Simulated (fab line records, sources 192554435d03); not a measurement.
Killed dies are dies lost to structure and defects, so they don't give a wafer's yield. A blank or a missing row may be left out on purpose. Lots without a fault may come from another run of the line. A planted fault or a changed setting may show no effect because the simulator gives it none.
Chamber matching | flow n5_finfet | N5_MOL_CONTACT_COAG_STRIP_98 on rie_diel-03: 4 sister chambers
The step strips in N2/H2. 8 wafers are shown with their chamber, then 8 later ones without.

WAFERS WITH THEIR CHAMBER
wafer  | chamber | showerhead_plenum_p_Torr (Torr) | drypump_motor_current_A (A)
L078.6 | 2       | 3.42                            | 6.7
L080.2 | 1       | 3.43                            | 6.5
L080.4 | 0       | 3.28                            | 6.0
L080.5 | 3       | 3.46                            | 5.6
L081.1 | 3       | 3.46                            | 5.6
L081.2 | 2       | 3.41                            | 6.8
L081.6 | 1       | 3.43                            | 6.5
L083.2 | 0       | 3.28                            | 6.0

WAFERS WITHOUT THEIR CHAMBER
wafer  | showerhead_plenum_p_Torr (Torr) | drypump_motor_current_A (A)
L083.3 | 3.46                            | 5.6
L083.6 | 3.46                            | 5.6
L086.2 | 3.46                            | 5.6
L086.4 | 3.42                            | 6.5
L086.5 | 3.42                            | 6.5
L096.2 | 3.41                            | 6.5
L096.5 | 3.45                            | 5.6
L096.6 | 3.27                            | 6.0

WHICH CHAMBER EACH WENT THROUGH
wafer  | from the rows above     | in truth
L083.3 | 3                       | 3
L083.6 | 3                       | 3
L086.2 | 3                       | 3
L086.4 | 1                       | 1
L086.5 | 1                       | 1
L096.2 | can't be placed: 1 or 2 | 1
L096.5 | 3                       | 3
L096.6 | 0                       | 0
Placed correctly: 7 of 8. Can't be placed from these rows: 1 (the true chamber is among the candidates in 1). Placed wrongly: 0.
How it was worked out, from the rows above alone: a wafer's distance from a chamber is the root of the sum, over the readings, of the square of ((its reading less the chamber's mean) divided by the reading's scatter). The wafer belongs to the nearest chamber; if the next one is less than 2 further off, it can't be placed. A chamber's mean is the mean of its shown wafers. The scatter: the root of (the sum of the squares of (reading less its chamber's mean) over the shown wafers, divided by (wafers less chambers)).
